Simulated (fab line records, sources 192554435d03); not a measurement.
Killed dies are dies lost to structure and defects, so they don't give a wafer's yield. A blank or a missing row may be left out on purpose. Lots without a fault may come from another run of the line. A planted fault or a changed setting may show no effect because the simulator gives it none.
fab line records | flow n5_finfet
record lots=7 wafers=19 last_day=18
route steps=1938 shown BEOL_M11@1582
lots that met no fault: from a run of the same line without faults
start_h: hours from the record's first day to the start of the lot's first wafer shown | wait_h: hours since the lot's step before | " the same as in the row above | L1.1+2: a row that stands for several wafers | - no value, or no start given | * or withheld: withheld | < > ~ a bound
route shown NAME@n: a module of which the file shows steps, and the number in the route of the first | usual: mean/standard deviation of fault-free wafers | same: alike in all rows | chamber/n: place in a boat | sites: the reading at each site | _std_site: their standard deviation | _edge_site: outer sites' mean less inner sites' | radius_mm: how far each site lies from the wafer's centre | mask NAME#n: copy n | behind: the tool/chamber that last shaped the wafer | hold: why the lot was held/for how many hours/how that ended | device: the transistor (n, p or np) that didn't switch | end of line: the same wafers' tests at the end of the route | a step without rows: its recipe alone | killed: dies lost to structure and defects at the first sort, not the wafer's yield | map: a wafer's dies, x killed, . not, _ none there
set.NAME: the setting as run; set.NAME@STEP: as run at that earlier step | model.NAME: the simulator's own value behind a step, which no gauge read
lots at some steps of the route; a table a step, a row a wafer
services: from which hour (start_h, from the record's first day; less than 0 if before it) a tool's chamber was out of use, for how many hours, and why
## steps
# step N5_BEOL_M11_HM_STRIP_39
# recipe chemistry=peroxide_tin_strip material=TiN target_depth_a=250 temp_c=50 time_s=158
# step N5_BEOL_M11_SRD_40
# recipe time_s=30 temp_c=23 rinse_liquid=diw dry=ipa_marangoni
# step N5_BEOL_M11_PRECLEAN_42
# recipe chemistry=residue_remover time_s=60 temp_c=40
# step N5_BEOL_M11_SRD_43
# recipe time_s=30 temp_c=23 rinse_liquid=diw dry=ipa_marangoni
# step N5_BEOL_M11_CD_MEAS_35
# recipe target_cd_nm=70 polarity=opening
# usual cd_nm=70.0/0.51
# columns lot.wafer tool chamber start_h wait_h cd_nm
L723.2 cd_sem-02 - 305.05 0.0 69.6
L723.3 " - " " 69.4
L723.4 " - " " 69.8
L724.2 cd_sem-02 - 307.20 0.0 70.3
L724.3 " - " " 70.2
L724.6 " - " " 70.6
L726.1 cd_sem-02 - 311.61 0.0 70.7
L726.2 " - " " 70.3
L726.3 " - " " 70.0
L731.1 cd_sem-01 - 334.17 0.0 70.5
L731.3 " - " " 70.5
L731.5 " - " " 70.4
L736.1 cd_sem-01 - 359.38 0.0 70.1
L736.6 " - " " 71.1
L738.1 cd_sem-01 - 366.55 0.0 69.7
L738.6 " - " " 69.9
L741.1 cd_sem-02 - 377.69 0.0 69.4
L741.3 " - " " 68.9
L741.5 " - " " 69.4
# step N5_BEOL_M11_CURE_72
# recipe temp_c=370 time_s=120 ambient=DMADMS/He material=SiCOH_lowk
# step N5_BEOL_M11_DEGAS_44
# recipe ambient=vacuum temp_c=250 time_s=60
# usual heater_power_w=332/44
# columns lot.wafer tool chamber start_h wait_h heater_power_w
L723.2 pvd_sputter-01 - 307.08 1.9 305
L723.3 " - " " 334
L723.4 " - " " 354
L724.2 pvd_sputter-01 - 307.84 0.5 304
L724.3 " - " " 435
L724.6 " - " " 361
L726.1 pvd_sputter-03 - 312.33 0.6 318
L726.2 " - " " 360
L726.3 " - " " 243
L731.1 pvd_sputter-03 - 335.94 1.7 317
L731.3 " - " " 356
L731.5 " - " " 313
L736.1 pvd_sputter-02 - 360.38 0.9 345
L736.6 " - " " 337
L738.1 pvd_sputter-01 - 367.09 0.5 420
L738.6 " - " " 315
L741.1 pvd_sputter-02 - 378.07 0.3 324
L741.3 " - " " 335
L741.5 " - " " 339
# step N5_BEOL_M11_PRE_CLEAN_45
# recipe gas=H2/He time_s=30 temp_c=250
# usual heater_power_w=332/44
# columns lot.wafer tool chamber start_h wait_h heater_power_w
L723.2 pvd_sputter-01 - 307.12 0.0 306
L723.3 " - " " 336
L723.4 " - " " 356
L724.2 pvd_sputter-01 - 307.88 0.0 313
L724.3 " - " " 416
L724.6 " - " " 351
L726.1 pvd_sputter-03 - 312.37 0.0 328
L726.2 " - " " 363
L726.3 " - " " 247
L731.1 pvd_sputter-03 - 335.98 0.0 324
L731.3 " - " " 357
L731.5 " - " " 319
L736.1 pvd_sputter-02 - 360.42 0.0 333
L736.6 " - " " 343
L738.1 pvd_sputter-01 - 367.13 0.0 432
L738.6 " - " " 327
L741.1 pvd_sputter-02 - 378.11 0.0 321
L741.3 " - " " 341
L741.5 " - " " 340
# step N5_BEOL_M11_ALD_74
# recipe material=TaN target_thk_a=20 temp_c=275 ald_precursor_family=PDMAT ald_co_reactant=NH3 pressure_torr=3 carrier_flow_sccm=1500 pulse_time_s=2 purge_time_s=3 co_reactant_purge_time_s=2 co_reactant_pulse_time_s=3 ald_cycles=40 precursor_vessel_temp_c=75 precursor_vessel_pressure_torr=26.25 precursor_vessel_carrier_sccm=1000
# usual heater_power_w=400/39
# columns lot.wafer tool chamber start_h wait_h heater_power_w since_wet_clean_h
L723.2 ald_metal-03 1 307.18 0.0 430 6124
L723.3 " 0 " " 375 6124
L723.4 " 2 " " 442 6124
L724.2 ald_metal-03 3 308.12 0.2 391 6125
L724.3 " 1 " " 433 6125
L724.6 " 1 " " 431 -
L726.1 ald_metal-03 1 312.66 0.3 431 6129
L726.2 " 2 " " 451 6129
L726.3 " 0 " " 377 6129
L731.1 ald_metal-01 2 336.04 0.0 375 3076
L731.3 " 0 " " 355 3076
L731.5 " 2 " " 370 -
L736.1 ald_metal-03 2 360.48 0.0 417 9
L736.6 " 0 " " 354 -
L738.1 ald_metal-04 1 367.20 0.0 457 4646
L738.6 " 0 " " 439 -
L741.1 ald_metal-01 1 378.18 0.0 380 3118
L741.3 " 0 " " 348 3118
L741.5 " 3 " " 431 -
# step N5_BEOL_M11_SURFACE_TREAT_76
# recipe gas=Ar time_s=* ion_energy_ev=* ion_current_ma_cm2=0.5 pressure_mtorr=* ar_flow_sccm=30
# step N5_BEOL_M11_CVD_75
# recipe material=Co target_thk_a=20 temp_c=withheld precursor=CCTBA/H2 pressure_torr=30 time_s=138.9
# step N5_BEOL_M11_SPUTTER_48
# recipe material=Cu target_thk_a=120 temp_c=-20 bias_v=60 power_w=26000 chamber_pressure_pa=0.13 time_s=2
# usual chuck_gas_flow_sccm=1.27/0.052 substrate_temp_c=-19.99/0.099 throttle_valve_pct=29.6/1.4
# columns lot.wafer tool chamber start_h wait_h chuck_gas_flow_sccm substrate_temp_c throttle_valve_pct
L723.2 pvd_sputter-02 - 307.91 0.1 1.28 -19.93 29.6
L723.3 " - " " 1.41 -20.04 30.9
L723.4 " - " " 1.21 -20.01 27.3
L724.2 pvd_sputter-01 - 308.66 0.1 1.24 -20.01 30.0
L724.3 " - " " 1.30 -20.08 30.7
L724.6 " - " " 1.24 -20.07 29.0
L726.1 pvd_sputter-03 - 313.39 0.1 1.19 -19.74 29.6
L726.2 " - " " 1.26 -20.06 28.5
L726.3 " - " " 1.35 -19.88 27.3
L731.1 pvd_sputter-03 - 336.52 0.1 1.25 -19.97 29.5
L731.3 " - " " 1.21 -19.80 27.2
L731.5 " - " " 1.18 -20.05 32.2
L736.1 pvd_sputter-01 - 360.94 0.1 1.24 -20.02 28.8
L736.6 " - " " 1.24 -20.00 29.0
L738.1 pvd_sputter-01 - 367.77 0.1 1.30 -19.80 28.7
L738.6 " - " " 1.34 -20.00 29.8
L741.1 pvd_sputter-01 - 380.68 0.1 1.29 -20.11 29.8
L741.3 " - " " 1.26 -19.91 30.8
L741.5 " - " " 1.33 -20.18 28.7
# step N5_BEOL_M11_ECD_50
# recipe material=Cu target_thk_a=3180
# columns lot.wafer tool chamber start_h wait_h model.Cu_of_BEOL_M11_ECD_50.thk_nm
L723.2 ecd_cu-01 0 308.03 0.1 316.6
L723.3 " 0 " " 319.6
L723.4 " 1 " " 321.2
L724.2 ecd_cu-02 1 308.78 0.1 319
L724.3 " 0 " " 322.4
L724.6 " 1 " " 318.8
L726.1 ecd_cu-02 1 313.51 0.1 320.6
L726.2 " 0 " " 318.4
L726.3 " 1 " " 321.4
L731.1 ecd_cu-01 0 336.63 0.1 320.8
L731.3 " 0 " " 320
L731.5 " 0 " " 322
L736.1 ecd_cu-01 0 361.05 0.1 215
L736.6 " 0 " " 320.8
L738.1 ecd_cu-01 0 367.89 0.1 212
L738.6 " 1 " " 315.6
L741.1 ecd_cu-01 0 380.80 0.1 215.6
L741.3 " 0 " " 318
L741.5 " 0 " " 219.2
# step N5_BEOL_M11_ANNEAL_51
# recipe temp_c=225 time_s=90 ambient=N2
# usual wafer_temp_C_max=225.91/0.27
# columns lot.wafer tool chamber start_h wait_h wafer_temp_C_max
L723.2 rtp_anneal-02 0 309.01 1.0 225.91
L723.3 " 0 " " 225.87
L723.4 " 0 " " 225.98
L724.2 rtp_anneal-02 0 310.24 1.4 225.55
L724.3 " 0 " " 225.68
L724.6 " 0 " " 225.80
L726.1 rtp_anneal-02 0 313.62 0.1 225.41
L726.2 " 0 " " 225.72
L726.3 " 0 " " 226.07
L731.1 rtp_anneal-01 0 336.76 0.1 226.05
L731.3 " 0 " " 225.54
L731.5 " 0 " " 225.93
L736.1 rtp_anneal-02 0 361.16 0.1 225.73
L736.6 " 0 " " 225.92
L738.1 rtp_anneal-02 0 368.00 0.1 225.78
L738.6 " 0 " " 225.69
L741.1 rtp_anneal-01 0 380.91 0.1 226.10
L741.3 " 0 " " 226.46
L741.5 " 0 " " 226.11
# step N5_BEOL_M11_CMP_52
# recipe stop_on=SiCOH_lowk t_overpolish_s=7 down_force_psi=1 platen_rpm=50 clearing_platen_down_force_psi=1.5 clearing_platen_rpm=50 post_cmp_clean=cu_alkaline target_thk_nm=140 clearing_platen_pad_velocity_m_s=0.99484 pad_velocity_m_s=0.99484
# usual clearing_platen_down_force_psi=1.500/0.003 motor_current_A=6.2/0.51 time_to_endpoint_s=67.2/2.4
# columns lot.wafer tool chamber start_h wait_h clearing_platen_down_force_psi motor_current_A time_to_endpoint_s
L723.3 cmp-03 2 309.27 0.2 1.508 7.0 64.4
L723.4 " 3 " " 1.503 6.4 63.4
L723.2 " 0 " " 1.498 5.7 62.7
L724.3 cmp-01 3 310.59 0.3 1.499 6.0 70.9
L724.2 " 0 " " 1.499 7.0 68.3
L724.6 " 1 " " 1.500 6.3 66.5
L726.3 cmp-03 2 314.06 0.3 1.502 7.0 65.6
L726.2 " 3 " " 1.498 6.6 66.2
L726.1 " 0 " " 1.500 6.0 69.6
L731.1 cmp-01 0 337.06 0.3 1.505 6.5 67.6
L731.3 " 1 " " 1.501 6.3 65.4
L731.5 " 1 " " 1.502 6.1 66.3
L736.1 cmp-04 2 361.84 0.6 1.504 6.1 45.9
L736.6 " 3 " " 1.502 6.1 62.5
L738.1 cmp-04 1 368.35 0.3 1.499 6.8 45.9
L738.6 " 1 " " 1.495 6.6 68.3
L741.3 cmp-04 3 381.48 0.3 1.504 6.5 63.7
L741.1 " 2 " " 1.498 6.1 46.1
L741.5 " 3 " " 1.499 6.2 43.2
# step N5_BEOL_M11_THK_MEAS_53
# recipe thk_meas_gauge=xrf reads=Cu_of_BEOL_M11_ECD_50
# usual M11_THK=136.9/2.2
# columns lot.wafer tool chamber start_h wait_h M11_THK[nm]
L723.2 film_metro-02 - 309.56 - 141.7
L723.3 " - " " 141.8
L723.4 " - " " 137.2
L724.2 film_metro-01 - 310.81 - 139.8
L724.3 " - " " 136.2
L724.6 " - " " 136.1
L726.1 film_metro-01 - 314.35 - 138.1
L726.2 " - " " 137.0
L726.3 " - " " 138.0
L731.1 film_metro-02 - 337.35 - 131.7
L731.3 " - " " 131.9
L731.5 " - " " 131.4
L736.1 film_metro-02 - 362.03 - 136.4
L736.6 " - " " 137.4
L738.1 film_metro-01 - 368.61 - 134.0
L738.6 " - " " 135.8
L741.1 film_metro-01 - 381.77 - 135.9
L741.3 " - " " 135.2
L741.5 " - " " 134.7
## services
# columns tool chamber start_h hours kind
ald_metal-01 - 292.50 6.0 pm
cmp-03 - 306.25 2.1 repair
cmp-04 - 312.23 2.6 repair
cmp-01 - 313.34 12.6 repair
cmp-04 - 325.66 4.0 pm
cmp-04 - 329.66 - consumable_replace:conditioner
cmp-01 - 330.49 0.3 repair
ald_metal-03 - 337.25 14.0 pm
ald_metal-03 0 337.25 14.0 vent_cycle
ald_metal-03 1 337.25 14.0 vent_cycle
ald_metal-03 2 337.25 14.0 vent_cycle
ald_metal-03 3 337.25 14.0 vent_cycle
cmp-01 - 339.13 1.6 repair
cmp-03 - 342.02 4.0 pm
ald_metal-01 2 350.55 34.0 repair
ald_metal-03 0 351.25 - clean
ald_metal-03 1 351.25 - clean
ald_metal-03 2 351.25 - clean
ald_metal-03 3 351.25 - clean
ald_metal-01 3 355.62 8.0 repair
cmp-04 - 356.73 0.9 repair
pvd_sputter-03 - 358.43 1.8 repair
ecd_cu-02 - 358.54 1.9 repair
ecd_cu-02 - 378.16 1.7 repair
## key
first_sign step=N5_BEOL_M11_CMP_52 reading=time_to_endpoint_s direction=down sigmas=9 usual=* struck=*
effect none on later readings
model_effect step=N5_BEOL_M11_ECD_50 value=Cu_of_BEOL_M11_ECD_50.thk_nm without=319.1 struck=215.5
met_at N5_BEOL_M11_ECD_50
struck_wafers L736.1,L738.1,L741.1,L741.5
onset_between 336.63 361.05
fault kind=process_parameter_drift tool=ecd_cu-01 chamber=- onset_h=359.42 steps=N5_BEOL_M11_ECD_50 channel=target_thk_a offset=* shape=step end_h=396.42 scope=struck_wafers_only acts_in=* stated=*
